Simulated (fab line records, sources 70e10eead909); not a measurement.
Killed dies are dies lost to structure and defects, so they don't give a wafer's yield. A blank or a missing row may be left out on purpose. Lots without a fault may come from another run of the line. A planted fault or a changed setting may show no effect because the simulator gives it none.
Chamber matching | flow nand_harc | NHARC_A_STAIRCASE_TRIM_187 on rie_diel-08: 4 sister chambers
The step chemistry O2, time 211.2 s. 18 wafers are shown with their chamber, then 9 later ones without.

WAFERS WITH THEIR CHAMBER
wafer  | chamber | showerhead_plenum_p_Torr (Torr) | oes_product_au (a.u.) | throttle_valve_pct (%)
L075.1 | 1       | 3.71                            | 0.987                 | 17.047
L075.2 | 2       | 3.32                            | 1.005                 | 17.038
L075.6 | 2       | 3.32                            | 1.006                 | 17.029
L077.3 | 0       | 3.41                            | 1.011                 | 17.042
L077.4 | 3       | 3.47                            | 1.003                 | 17.031
L077.5 | 2       | 3.32                            | 1.001                 | 17.029
L080.1 | 3       | 3.47                            | 0.995                 | 17.027
L080.4 | 1       | 3.70                            | 1.005                 | 17.041
L080.6 | 1       | 3.70                            | 1.001                 | 17.035
L079.3 | 2       | 3.32                            | 1.012                 | 17.049
L079.5 | 3       | 3.47                            | 0.994                 | 17.045
L079.6 | 0       | 3.41                            | 1.001                 | 17.033
L081.1 | 3       | 3.46                            | 0.990                 | 17.043
L081.2 | 2       | 3.32                            | 1.015                 | 17.021
L081.5 | 3       | 3.46                            | 0.981                 | 17.044
L085.1 | 1       | 3.69                            | 1.006                 | 17.032
L085.5 | 2       | 3.32                            | 1.010                 | 17.035
L085.6 | 0       | 3.41                            | 1.015                 | 17.056

SIGNATURES (means of the wafers above)
reading                  | chamber 0 | chamber 1 | chamber 2 | chamber 3 | scatter within a chamber
showerhead_plenum_p_Torr | 3.4100    | 3.7000    | 3.3200    | 3.4660    | 0.00478
oes_product_au           | 1.00900   | 0.99975   | 1.00817   | 0.99260   | 0.00719
throttle_valve_pct       | 17.04367  | 17.03875  | 17.03350  | 17.03800  | 0.00903
Rule: a wafer's distance from a chamber is the root of the sum, over the readings, of the square of ((its reading less the chamber's mean) divided by the reading's scatter). The wafer belongs to the nearest chamber; if the next one is less than 2 further off, it can't be placed. The scatter: the root of (the sum of the squares of (reading less its chamber's mean) over the shown wafers, divided by (wafers less chambers)).

WAFERS WITHOUT THEIR CHAMBER
wafer  | showerhead_plenum_p_Torr (Torr) | oes_product_au (a.u.) | throttle_valve_pct (%)
L087.1 | 3.69                            | 0.997                 | 17.036
L087.3 | 3.40                            | 1.011                 | 17.042
L087.5 | 3.69                            | 0.990                 | 17.038
L093.1 | 3.45                            | 0.999                 | 17.041
L093.2 | 3.31                            | 1.008                 | 17.039
L093.3 | 3.69                            | 0.984                 | 17.052
L095.3 | 3.68                            | 0.988                 | 17.042
L095.5 | 3.45                            | 0.993                 | 17.034
L095.6 | 3.40                            | 0.998                 | 17.037

WHICH CHAMBER EACH WENT THROUGH
wafer  | from the rows above | in truth
L087.1 | 1                   | 1
L087.3 | 0                   | 0
L087.5 | 1                   | 1
L093.1 | 3                   | 3
L093.2 | 2                   | 2
L093.3 | 1                   | 1
L095.3 | 1                   | 1
L095.5 | 3                   | 3
L095.6 | 0                   | 0
Placed correctly: 9 of 9. Can't be placed from these rows: 0. Placed wrongly: 0.
